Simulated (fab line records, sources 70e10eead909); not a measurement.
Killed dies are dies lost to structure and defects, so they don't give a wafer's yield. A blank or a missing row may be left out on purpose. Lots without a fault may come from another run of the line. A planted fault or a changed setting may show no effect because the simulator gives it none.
A struck lot beside a sound one | flow nand_harc | 14 steps out of a route of 1159
Sound: wafers L687.2, L687.4, L687.6. Struck: wafers L683.2, L683.3, L683.6. The cause comes at the end.
At each step with rows: each side's tool, then ch and its chambers, then its first start. Under that, the readings that differ: sound wafers | struck wafers | difference of the means | sigmas: that difference in standard deviations of wafers without a fault.
alike: readings whose means differ by less than 2 such deviations, and words and numbers that are the same on both sides. not compared: withheld readings, readings that some wafer has no value for, bounds like >300 that may hide the same value, and numbers for which the record gives no deviation and whose values overlap.
The two part at a step that has a row with sigmas, a row that says differs or no value, or rows on one side only. Numbers that don't overlap but have no deviation are shown without sigmas and don't part them. A reading that every wafer of one side lacks parts them only if that side has two wafers or more.

NHARC_A_WL_FILL_STRIP_27: strips in N2/H2, time 20 s.
  sound on plasma_asher-01 ch 0,1, day 18 19:56; struck on plasma_asher-02 ch 0,1, day 17 09:28
  alike: drypump_motor_current_A, heater_power_w
  not compared: rf_hours_counter_h
then, 4 steps without rows for these wafers: NHARC_A_WL_FILL_STRIP_28 (strips in post etch residue remover, time 1200 s); NHARC_A_WL_FILL_PRECLEAN_06 (cleans in DIW, time 300 s); NHARC_A_WL_FILL_SRD_07; NHARC_A_WL_FILL_ANNEAL_08 (time 1800 s).
NHARC_A_WL_FILL_ALD_10: deposits SiO2, target thk 50 nm, pulse time 10 s, ald cycles 500.
  sound on ald_hk-02 ch 1,2,3, day 19 01:27; struck on ald_hk-01 ch 0,1, day 17 14:43
  alike: heater_power_outer_w, heater_power_w, precursor_pulse_height_rel
NHARC_A_WL_FILL_ETCHBACK_16: etches the open film in C4F8/O2/Ar, target depth 88 nm, time 17.6 s.
  sound on rie_diel-10 ch 0,1,3; struck on rie_diel-02 ch 1,2,3
  reading               | sound             | struck            | difference | sigmas
  oes_product_au (a.u.) | 0.924 0.936 0.912 | 0.998 1.005 1.009 | +0.080     | +3
  alike: rf_vpp_V
  not compared: rf_hours_counter_h
NHARC_A_WL_FILL_STRIP_29: strips in O2, time 20 s.
  sound on rie_diel-10 ch 0,2,3, day 19 06:13; struck on rie_diel-02 ch 1,2,3, day 17 19:27
  alike: drypump_motor_current_A, oes_product_au, rf_vpp_V, showerhead_plenum_p_Torr, throttle_valve_pct
  not compared: rf_hours_counter_h
then, 3 steps without rows for these wafers: NHARC_A_WL_FILL_ETCHBACK_17 (etches the open film in Cl2/BCl3, target depth 4 nm, time 26.7 s); NHARC_A_WL_FILL_PRECLEAN_18 (cleans in dHF, time 30 s); NHARC_A_WL_FILL_SRD_21.
NHARC_A_WL_FILL_CVD_23: deposits poly-Si, target thk 40 nm, time 800 s.
  sound on lpcvd_poly-04 ch 0, day 19 08:47; struck on lpcvd_poly-01 ch 0, day 19 04:21
  reading                | sound               | struck               | difference | sigmas
  tube_center_temp_C (C) | 619.9 619.94 619.96 | 620.06 620.12 620.01 | +0.13      | +2
  alike: spike_tc_top_C, zone_power_upper_pct
NHARC_A_WL_FILL_ETCHBACK_26: etches the open film in HBr, target depth 52 nm, time 13.3 s.
  sound on rie_si-06 ch 1,2, day 19 11:21; struck on rie_si-03 ch 1,3, day 19 06:56
  alike: drypump_motor_current_A, hbr_flow_sccm, oes_product_au, throttle_valve_pct
  not compared: rf_hours_counter_h
-- the record jumps here: 4 days lie between the struck wafers' starts before and after (it left off in module A_WL_FILL and takes up again in module END, whose first step shown is number 1159 of the route) --
NHARC_END_SORT_01:
  the record has rows for the struck wafers here (prober-02 ch 0, day 22 19:35) and none for the sound ones

WHERE THEY PART
First at NHARC_A_WL_FILL_ETCHBACK_16; last, within this record, at NHARC_END_SORT_01.

WHY: what the simulator had put in
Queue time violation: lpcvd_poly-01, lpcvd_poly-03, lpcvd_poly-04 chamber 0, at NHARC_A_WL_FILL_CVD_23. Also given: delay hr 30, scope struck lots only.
